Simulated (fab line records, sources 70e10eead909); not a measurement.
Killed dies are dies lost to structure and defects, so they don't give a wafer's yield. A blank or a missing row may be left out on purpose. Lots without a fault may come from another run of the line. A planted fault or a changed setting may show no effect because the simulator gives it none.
fab line records | flow nand_harc
record lots=6 wafers=15 last_day=23
route steps=1159 shown A_BLC@990 A_M0@994 END@1159
lots that met no fault: from a run of the same line without faults
start_h: hours from the record's first day to the start of the lot's first wafer shown | wait_h: hours since the lot's step before | " the same as in the row above | L1.1+2: a row that stands for several wafers | - no value, or no start given | * or withheld: withheld | < > ~ a bound
route shown NAME@n: a module of which the file shows steps, and the number in the route of the first | usual: mean/standard deviation of fault-free wafers | same: alike in all rows | chamber/n: place in a boat | sites: the reading at each site | _std_site: their standard deviation | _edge_site: outer sites' mean less inner sites' | radius_mm: how far each site lies from the wafer's centre | mask NAME#n: copy n | behind: the tool/chamber that last shaped the wafer | hold: why the lot was held/for how many hours/how that ended | device: the transistor (n, p or np) that didn't switch | end of line: the same wafers' tests at the end of the route | a step without rows: its recipe alone | killed: dies lost to structure and defects at the first sort, not the wafer's yield | map: a wafer's dies, x killed, . not, _ none there
set.NAME: the setting as run; set.NAME@STEP: as run at that earlier step | model.NAME: the simulator's own value behind a step, which no gauge read
lots at some steps of the route; a table a step, a row a wafer
services: from which hour (start_h, from the record's first day; less than 0 if before it) a tool's chamber was out of use, for how many hours, and why
## steps
# step NHARC_A_BLC_CMP_25
# recipe t_overpolish_s=30 target_thk_nm=150
# usual edge_zone_pressure_frac=1.001/0.0052 motor_current_A=11.9/1.1 overpolish_run_s=30.000/0.0091 time_to_endpoint_s=30.1/2.5
# columns lot.wafer tool chamber start_h wait_h edge_zone_pressure_frac motor_current_A overpolish_run_s time_to_endpoint_s
L729.3 cmp-01 0 410.56 0.3 1.000 12.3 29.997 30.5
L729.4 " 1 " " 1.000 11.0 29.998 30.6
L729.6 " 3 " " 1.009 12.7 30.008 30.3
L727.2 cmp-01 0 411.40 0.5 0.999 12.5 30.002 31.1
L727.5 " 3 " " 0.996 12.9 29.982 33.9
L727.6 " 0 " " 0.997 12.1 29.990 29.9
L733.3 cmp-01 0 430.19 0.3 1.010 12.4 29.993 31.1
L733.1 " 2 " " 1.007 11.4 29.985 33.8
L736.3 cmp-01 1 455.07 0.4 1.008 10.2 30.008 29.2
L743.4 cmp-03 2 498.58 0.2 1.002 10.5 30.007 30.6
L743.2 " 1 " " 0.993 14.1 30.008 25.9
L743.5 " 2 " " 1.001 11.0 30.002 31.3
L746.4 cmp-03 0 509.16 0.2 0.996 12.3 29.992 31.8
L746.2 " 2 " " 0.998 11.5 30.012 33.4
L746.6 " 1 " " 1.001 13.8 30.009 30.9
# step NHARC_A_BLC_SRD_27
# step NHARC_A_BLC_INSPECT_28
# usual raw_defect_count=438/130
# columns lot.wafer tool chamber start_h wait_h raw_defect_count
L729.3 defect_inspect-02 - 410.95 0.1 450
L729.4 " - " " 526
L729.6 " - " " 682
L727.2 defect_inspect-02 - 411.78 0.1 372
L727.5 " - " " 515
L727.6 " - " " 288
L733.1 defect_inspect-01 - 430.57 0.1 576
L733.3 " - " " 436
L736.3 defect_inspect-01 - 455.45 0.1 239
L743.2 defect_inspect-02 - 498.98 0.1 548
L743.4 " - " " 664
L743.5 " - " " 353
L746.2 defect_inspect-01 - 509.57 0.1 518
L746.4 " - " " 298
L746.6 " - " " 283
# step NHARC_A_M0_DEP_00
# recipe target_thk_a=1500 target_thk_nm=150 temp_c=withheld pressure_torr=5 flow_sccm=200 rf_w=600 material=SiOC
# step NHARC_A_M0_DEHYDRATE_01
# recipe temp_c=150 time_s=120
# step NHARC_A_M0_HMDS_02
# recipe time_s=30
# step NHARC_A_M0_COAT_33
# recipe temp_c=200 time_s=65
# step NHARC_A_M0_COAT_03
# recipe spin_rpm=1500 resist_thk_nm=90
# step NHARC_A_M0_SOFTBAKE_04
# recipe temp_c=105 time_s=55
# step NHARC_A_M0_EBR_05
# step NHARC_A_M0_EXPOSE_06
# recipe na=1.35 target_cd_nm=80 dose_mj=83.25 mask_id=A_M0
# step NHARC_A_M0_PEB_07
# recipe peb_temp_c=100 peb_time_s=65
# usual exhaust_pa=44.8/0.92 heater_power_total_W=156.6/0.43 plate_temp_C=99.97/0.14
# same peb_time_s=65
# columns lot.wafer tool chamber start_h wait_h exhaust_pa heater_power_total_W plate_temp_C
L729.3 litho_track-06 0 411.78 0.1 43.6 156.0 99.76
L729.4 " 0 " " 44.6 156.7 99.92
L729.6 " 0 " " 42.8 157.1 100.01
L727.2 litho_track-06 0 412.48 0.1 44.6 156.7 100.17
L727.5 " 0 " " 45.5 156.0 100.00
L727.6 " 0 " " 44.7 157.0 100.16
L733.1 litho_track-06 0 431.39 0.1 46.2 154.8 99.45
L733.3 " 0 " " 43.7 154.8 99.63
L736.3 litho_track-06 0 456.30 0.0 43.9 155.2 99.35
L743.2 litho_track-01 0 499.80 0.1 44.0 157.2 99.90
L743.4 " 0 " " 43.9 157.2 100.05
L743.5 " 0 " " 44.7 157.0 99.94
L746.2 litho_track-04 0 510.69 0.1 44.2 156.9 99.96
L746.4 " 0 " " 44.5 156.1 99.95
L746.6 " 0 " " 46.3 156.0 99.84
# step NHARC_A_M0_DEVELOP_08
# recipe develop_time_s=35 dev_temp_c=23
# step NHARC_A_M0_CD_MEAS_09
# recipe target_cd_nm=80 landing_energy_ev=500
# usual cd_nm=80.4/0.84
# columns lot.wafer tool chamber start_h wait_h cd_nm
L729.3 cd_sem-02 0 411.87 - 81.3
L729.4 " 0 " " 81.1
L729.6 " 0 " " 81.4
L727.2 cd_sem-02 0 412.56 - 81.1
L727.5 " 0 " " 82.0
L727.6 " 0 " " 81.1
L733.1 cd_sem-01 0 431.47 - 78.9
L733.3 " 0 " " 79.4
L736.3 cd_sem-01 0 456.38 - 79.0
L743.2 cd_sem-02 0 499.88 - 78.5
L743.4 " 0 " " 79.4
L743.5 " 0 " " 78.8
L746.2 cd_sem-01 0 510.77 - 80.0
L746.4 " 0 " " 79.5
L746.6 " 0 " " 80.0
# step NHARC_A_M0_OVL_MEAS_10
# recipe pitch_nm=160
# usual overlay_x_nm=0.1/0.79 overlay_y_nm=-0.1/0.86
# columns lot.wafer tool chamber start_h wait_h overlay_x_nm overlay_y_nm
L729.3 overlay-02 - 411.96 - -0.5 0.6
L729.4 " - " " -0.3 0.1
L729.6 " - " " 0.4 0.4
L727.2 overlay-01 - 412.65 - -0.1 -0.8
L727.5 " - " " -0.5 -0.8
L727.6 " - " " -0.7 -1.1
L733.1 overlay-01 - 431.56 - -1.2 -1.2
L733.3 " - " " -1.1 -1.1
L736.3 overlay-01 - 456.46 - -0.9 0.8
L743.2 overlay-02 - 499.97 - 0.1 -1.0
L743.4 " - " " 0.1 -0.8
L743.5 " - " " 0.3 -0.6
L746.2 overlay-01 - 510.87 - 0.6 -0.6
L746.4 " - " " 0.9 -0.6
L746.6 " - " " 0.7 -0.4
# step NHARC_A_M0_INSPECT_11
# usual raw_defect_count=31/14
# columns lot.wafer tool chamber start_h wait_h raw_defect_count
L729.3 defect_inspect-01 - 411.99 0.0 7
L729.4 " - " " 9
L729.6 " - " " 12
L727.2 defect_inspect-01 - 412.69 0.0 9
L727.5 " - " " 10
L727.6 " - " " 8
L733.1 defect_inspect-01 - 431.60 0.0 30
L733.3 " - " " 23
L736.3 defect_inspect-01 - 456.50 0.0 37
L743.2 defect_inspect-01 - 500.01 0.0 34
L743.4 " - " " 33
L743.5 " - " " 38
L746.2 defect_inspect-01 - 510.91 0.0 45
L746.4 " - " " 59
L746.6 " - " " 47
# step NHARC_A_M0_DESCUM_14
# recipe time_s=3 o2_flow_sccm=200 ar_flow_sccm=0 bias_power_w=0 chemistry=O2
# usual drypump_motor_current_A=5.9/0.46 oes_product_au=0.998/0.0094 rf_vpp_V=58.0/0.79 showerhead_plenum_p_Torr=1.94/0.062 throttle_valve_pct=11.311/0.0088
# columns lot.wafer tool chamber start_h wait_h drypump_motor_current_A oes_product_au rf_hours_counter_h rf_vpp_V showerhead_plenum_p_Torr throttle_valve_pct model.A_M0.cd_nm
L729.3 rie_diel-11 3 412.08 0.1 5.8 0.991 1 58.4 1.97 11.308 82.2
L729.6 " 0 " " 6.0 0.993 - 58.7 1.97 11.299 81.11
L729.4 " 3 " " 5.8 0.992 - 58.3 1.97 11.304 81.75
L727.2 rie_diel-11 3 412.76 0.1 5.9 0.996 1 56.6 1.97 11.327 81.09
L727.5 " 1 " " 6.1 0.980 - 58.2 1.93 11.333 81.76
L727.6 " 2 " " 6.5 1.021 - 57.4 1.90 11.303 81.29
L733.1 rie_diel-01 2 431.66 0.1 5.9 0.989 6 57.5 1.99 11.311 78.96
L733.3 " 1 " " 6.1 1.005 8 58.2 2.04 11.324 78.83
L736.3 rie_diel-01 1 456.57 0.1 6.1 1.003 10 59.2 2.04 11.295 78.46
L743.2 rie_diel-11 0 500.08 0.1 5.9 0.999 6 57.2 1.97 11.322 78.23
L743.5 " 3 " " 5.8 0.997 - 57.2 1.97 11.325 78.43
L743.4 " 2 " " 6.6 1.014 - 58.9 1.90 11.315 79.24
L746.4 rie_diel-01 1 510.99 0.1 6.1 1.008 1 58.8 2.03 11.306 79.8
L746.2 " 2 " " 5.9 0.990 1 57.5 1.99 11.306 80.31
L746.6 " 3 " " 5.6 0.995 - 58.8 1.94 11.322 80.34
# step NHARC_A_M0_ETCH_34
# recipe target_depth_a=400 overetch_a=120 time_s=43.94 ion_energy_ev=200 n2_flow_sccm=150 h2_flow_sccm=150 ar_flow_sccm=0 rf_w=400 bias_w=150 chemistry=N2/H2
# usual drypump_motor_current_A=5.9/0.45 n2_flow_sccm=150.0/0.4 oes_product_au=0.999/0.0097 rf_fwd_power_W=395.0/2.1 rf_vpp_V=431.5/2 showerhead_plenum_p_Torr=2.07/0.067 throttle_valve_pct=14.171/0.008
# columns lot.wafer tool chamber start_h wait_h drypump_motor_current_A n2_flow_sccm oes_product_au rf_fwd_power_W rf_hours_counter_h rf_vpp_V showerhead_plenum_p_Torr throttle_valve_pct
L729.3 rie_diel-11 1 412.16 0.1 6.1 149.9 0.985 393.8 1 432.6 2.06 14.177
L729.4 " 0 " " 5.9 150.7 0.991 394.9 - 432.7 2.10 14.171
L729.6 " 3 " " 5.8 150.3 0.992 397.8 - 431.6 2.10 14.166
L727.2 rie_diel-11 0 412.84 0.1 6.0 150.1 0.994 397.8 1 431.9 2.10 14.160
L727.6 " 2 " " 6.6 149.5 1.014 392.6 - 430.3 2.03 14.172
L727.5 " 3 " " 5.8 150.8 0.991 394.4 - 431.7 2.10 14.178
L733.3 rie_diel-01 3 431.75 0.1 5.6 150.2 1.006 395.0 8 431.0 2.07 14.179
L733.1 " 0 " " 6.1 149.6 1.001 397.8 8 427.3 1.92 14.183
L736.3 rie_diel-01 3 456.65 0.1 5.6 149.2 1.007 394.3 10 431.7 2.07 14.174
L743.2 rie_diel-11 0 500.18 0.1 6.0 149.7 1.000 395.4 6 431.9 2.10 14.178
L743.5 " 0 " " 6.0 149.8 0.990 396.5 - 431.7 2.10 14.184
L743.4 " 2 " " 6.5 149.9 1.004 390.5 - 429.9 2.03 14.181
L746.4 rie_diel-01 0 511.06 0.1 6.1 150.2 0.980 396.0 1 426.1 1.92 14.171
L746.2 " 2 " " 5.9 149.8 0.994 396.1 1 433.7 2.12 14.172
L746.6 " 1 " " 6.1 149.9 1.009 393.1 - 434.4 2.17 14.179
# step NHARC_A_M0_ETCH_15
# recipe target_depth_a=1500 overetch_a=150 time_s=82.5 c4f8_flow_sccm=withheld ar_flow_sccm=400 rf_w=600 bias_w=300 chemistry=C4F8/Ar
# usual oes_product_au=0.956/0.02 rf_fwd_power_W=595.2/2.5 rf_vpp_V=441.7/2
# columns lot.wafer tool chamber start_h wait_h oes_product_au rf_fwd_power_W rf_hours_counter_h rf_vpp_V model.A_M0.cd_nm
L729.3 rie_diel-11 1 - - 0.938 598.4 1 441.5 81.66
L729.4 " 3 " " 0.962 589.8 - 441.8 82.07
L729.6 " 0 " " 0.939 597.8 - 442.2 81.14
L727.2 rie_diel-11 0 - - 0.974 599.6 1 443.6 81.09
L727.6 " 1 " " 0.940 596.3 - 440.5 81.22
L727.5 " 2 " " 0.970 593.5 - 440.8 81.88
L733.3 rie_diel-01 2 - - 0.942 598.6 6 442.7 78.54
L733.1 " 1 " " 0.930 594.8 8 444.4 79.61
L736.3 rie_diel-01 3 - - 0.922 591.4 11 441.9 78.2
L743.2 rie_diel-11 2 - - 0.981 592.7 6 440.6 78.33
L743.4 " 3 " " 0.962 596.0 - 442.1 79.71
L743.5 " 0 " " 0.955 595.9 - 441.6 78.65
L746.2 rie_diel-01 0 - - 0.953 598.3 1 437.5 80.39
L746.4 " 1 " " 0.990 591.6 1 444.8 80.53
L746.6 " 2 " " 0.961 598.1 - 443.7 80.8
# step NHARC_A_M0_CD_MEAS_16
# usual cd_nm=80.6/0.99
# columns lot.wafer tool chamber start_h wait_h cd_nm
L729.3 cd_sem-01 - 412.40 - 81.8
L729.4 " - " " 82.7
L729.6 " - " " 80.9
L727.2 cd_sem-02 - 413.05 - 81.1
L727.5 " - " " 82.1
L727.6 " - " " 80.9
L733.1 cd_sem-03 - 431.96 - 79.7
L733.3 " - " " 78.4
L736.3 cd_sem-03 - 456.86 - 78.2
L743.2 cd_sem-03 - 500.42 - 78.5
L743.4 " - " " 79.9
L743.5 " - " " 78.6
L746.2 cd_sem-03 - 511.27 - 80.5
L746.4 " - " " 80.4
L746.6 " - " " 80.8
# step NHARC_END_SORT_01
# recipe temp_c=25
# usual defect_limited_yield=95.1/1.8 killed_at_array=29/11 killed_at_other=0.5/0.8 killed_at_periphery=3.5/2.8 killed_dies=33/12 killed_open=3.1/1.8 killed_short=1.8/1.4 sort_bin_2_pct=1.5/0.65 sort_bin_3_pct=0.24/0.21 sort_bin_4_pct=3.1/1.2 sort_n_pass=644/12 sort_rim_yield_pct=97.5/1.9 sort_yield_pct=95.1/1.8
# same gross_dies=677 sort_bin_5_pct[%]=0 sort_bin_6_pct[%]=0 sort_bin_7_pct[%]=0 sort_bin_8_pct[%]=0 sort_rim_n_gross=106.00
# columns lot.wafer tool chamber start_h wait_h defect_limited_yield[%] killed_at_array killed_at_other killed_at_periphery killed_dies killed_open killed_short sort_bin_2_pct[%] sort_bin_3_pct[%] sort_bin_4_pct[%] sort_n_pass sort_rim_yield_pct[%] sort_yield_pct[%]
L727.2 prober-02 0 454.03 2.8 97.5 14 0 3 17 6 2 0.3 0.30 1.9 660 97.2 97.5
L727.5 prober-02 0 456.43 3.7 98.1 11 0 2 13 3 2 0.9 0 1.0 664 98.1 98.1
L727.6 prober-02 0 457.23 4.0 98.1 9 0 4 13 4 3 1.0 0 0.9 664 99.1 98.1
L733.1 prober-02 0 492.30 2.5 95.9 25 0 3 28 1 2 1.0 0.30 2.8 649 98.1 95.9
L733.3 prober-02 0 493.89 3.1 96.0 25 1 1 27 5 1 1.5 0 2.5 650 100.0 96.0
L736.3 prober-01 0 499.92 3.1 94.2 35 0 4 39 4 1 1.0 0.30 4.4 638 97.2 94.2
# killed by level:class
L727.2 A_CONTACT:chamber_film_flake=3 A_CONTACT:geometric_particle:open=2 A_M0:geometric_particle:open=2 A_CHANNEL_HOLE_D1:chamber_film_flake=2 A_STAIRCASE:chamber_film_flake=2 P_CONTACT:geometric_particle:short=1 A_ONON_D1:geometric_particle:open=1 A_ONON_D1:geometric_particle:short=1
L727.5 A_CONTACT:chamber_film_flake=3 P_M1:chamber_film_flake=2 A_CHANNEL_HOLE_D1:chamber_film_flake=2 A_ONON_D1:geometric_particle:short=1 A_CHANNEL_FILL_D1:geometric_particle:short=1 A_WL_FILL:geometric_particle:open=1 A_CONTACT:geometric_particle:open=1 A_M0:geometric_particle:open=1
L727.6 A_CHANNEL_HOLE_D1:chamber_film_flake=3 P_GATE:geometric_particle:short=1 P_M0:geometric_particle:open=1 P_M1:geometric_particle:open=1 A_SGD_CUT:geometric_particle:short=1 A_WL_FILL:geometric_particle:short=1 A_CONTACT:geometric_particle:open=1 A_M0:geometric_particle:open=1
L733.1 A_CHANNEL_HOLE_D1:chamber_film_flake=17 A_STAIRCASE:chamber_film_flake=4 P_CONTACT:chamber_film_flake=2 P_CONTACT:geometric_particle:short=1 A_ONON_D1:geometric_particle:open=1 A_CONTACT:geometric_particle:short=1 A_SGD_CUT:chamber_film_flake=1 A_SLIT:chamber_film_flake=1
L733.3 A_CHANNEL_HOLE_D1:chamber_film_flake=16 A_STAIRCASE:chamber_film_flake=2 A_CONTACT:chamber_film_flake=2 P_CONTACT:geometric_particle:open=1 A_ONON_D1:geometric_particle:open=1 A_ONON_D1:geometric_particle:short=1 A_CHANNEL_FILL_D1:geometric_particle:open=1 A_CONTACT:geometric_particle:open=1
L736.3 A_CHANNEL_HOLE_D1:chamber_film_flake=17 A_SLIT:chamber_film_flake=14 P_M0:geometric_particle:open=2 P_M0:geometric_particle:short=1 A_SGD_CUT:geometric_particle:open=1 A_M0:geometric_particle:open=1 P_STI:chamber_film_flake=1 A_ZERO_WELL:chamber_film_flake=1
## services
# columns tool chamber start_h hours kind
rie_diel-01 2 395.12 9.2 repair
rie_diel-11 0 404.05 - clean
rie_diel-11 1 404.05 - clean
rie_diel-11 2 404.05 - clean
rie_diel-11 3 404.05 - clean
rie_diel-11 2 408.79 3.9 repair
rie_diel-01 2 416.40 4.7 repair
rie_diel-01 - 416.71 0.8 repair
rie_diel-01 - 420.57 4.6 repair
rie_diel-11 0 428.55 - clean
rie_diel-11 1 428.55 - clean
rie_diel-11 2 428.55 - clean
rie_diel-11 3 428.55 - clean
litho_track-01 - 443.00 7.0 pm
rie_diel-11 0 453.05 - clean
cmp-03 - 453.98 4.0 pm
litho_track-06 - 467.00 7.0 pm
cmp-01 - 473.80 4.0 pm
rie_diel-11 0 484.65 2.8 repair
rie_diel-01 - 490.44 0.9 repair
litho_track-04 - 491.00 7.0 pm
rie_diel-01 - 491.81 9.0 pm
rie_diel-11 1 495.22 5.8 repair
rie_diel-11 - 505.03 1.0 repair
## key
first_sign step=NHARC_A_M0_PEB_07 reading=heater_power_total_W direction=down sigmas=3.8 usual=* struck=*
effect step=NHARC_A_M0_PEB_07 reading=plate_temp_C direction=down sigmas=3.5 usual=* struck=*
model_effect step=NHARC_A_M0_DESCUM_14 value=A_M0.cd_nm without=80.93 struck=78.75
model_effect step=NHARC_A_M0_ETCH_15 value=A_M0.cd_nm without=80.96 struck=78.78
met_at NHARC_A_M0_PEB_07
struck_wafers L733.1,L733.3,L736.3
onset_between 412.48 431.39
fault kind=process_parameter_drift tool=litho_track-06 chamber=- onset_h=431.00 steps=NHARC_A_M0_PEB_07 channel=peb_temp_c offset=* shape=step end_h=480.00 acts_in=* stated=*
